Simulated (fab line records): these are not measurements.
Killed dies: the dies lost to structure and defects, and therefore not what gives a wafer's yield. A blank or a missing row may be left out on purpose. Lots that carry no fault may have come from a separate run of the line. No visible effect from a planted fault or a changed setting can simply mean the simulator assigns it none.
Matching of chambers	flow n5 finfet	rie diel-05 running N5_BEOL_M10_DESCUM_33: 3 sister chambers
The step chemistry O2, time 7.9 s. 20 wafers are shown with their chamber, then 6 later ones without.

## WAFERS WITH THEIR CHAMBER
wafer	chamber	showerhead plenum p Torr (Torr)	throttle valve pct (%)	drypump motor current A (A)
L076.2	2	2.01	20.0	5.4
L076.5	0	2.22	20.1	6.2
L076.6	1	2.20	21.1	5.9
L079.1	2	2.01	20.1	5.5
L079.2	0	2.22	20.1	6.2
L079.3	1	2.20	21.1	5.8
L081.1	1	2.19	21.1	5.8
L081.5	0	2.22	20.2	6.2
L081.6	1	2.19	21.2	5.8
L084.1	1	2.19	21.2	5.8
L084.2	0	2.21	20.2	6.3
L084.3	1	2.19	21.1	5.8
L086.1	1	2.19	21.2	5.9
L086.3	0	2.21	20.2	6.2
L086.5	1	2.19	21.2	5.9
L089.1	2	2.00	20.1	5.4
L089.4	1	2.19	21.2	5.9
L089.6	1	2.19	21.2	5.8
L092.1	1	2.18	21.2	5.8
L092.2	2	2.00	20.1	5.4

SIGNATURES (averages over the wafers above)
reading	chamber 0	chamber 1	chamber 2	scatter within a chamber
showerhead plenum p Torr	2.2160	2.1909	2.0050	0.00548
throttle valve pct	20.160	21.164	20.075	0.0514
drypump motor current A	6.220	5.836	5.425	0.0491
Rule: a wafer lies at a distance from a chamber equal to the root of the sum of squares, over the readings, of (its reading less the chamber's mean, divided by the reading's scatter). If the next closest chamber is less than 2 further off than the closest, the wafer can't be placed; otherwise it belongs to the closest. The scatter: take each reading less its chamber's mean, square it, sum over the shown wafers, divide by the number of wafers less the number of chambers, and take the root.

## WAFERS WITHOUT THEIR CHAMBER
wafer	showerhead plenum p Torr (Torr)	throttle valve pct (%)	drypump motor current A (A)
L092.4	2.20	20.2	6.2
L092.6	2.00	20.1	5.4
L096.1	2.20	20.2	6.2
L095.1	2.20	20.2	6.2
L095.2	2.18	21.2	5.8
L095.5	2.18	21.2	5.8

## CHAMBER TAKEN BY EACH
wafer	from the rows above	in truth
L092.4	0	0
L092.6	2	2
L096.1	0	0
L095.1	0	0
L095.2	1	1
L095.5	1	1
6 of 6 placed correctly. Number that these rows cannot place: 0. 0 placed wrongly.
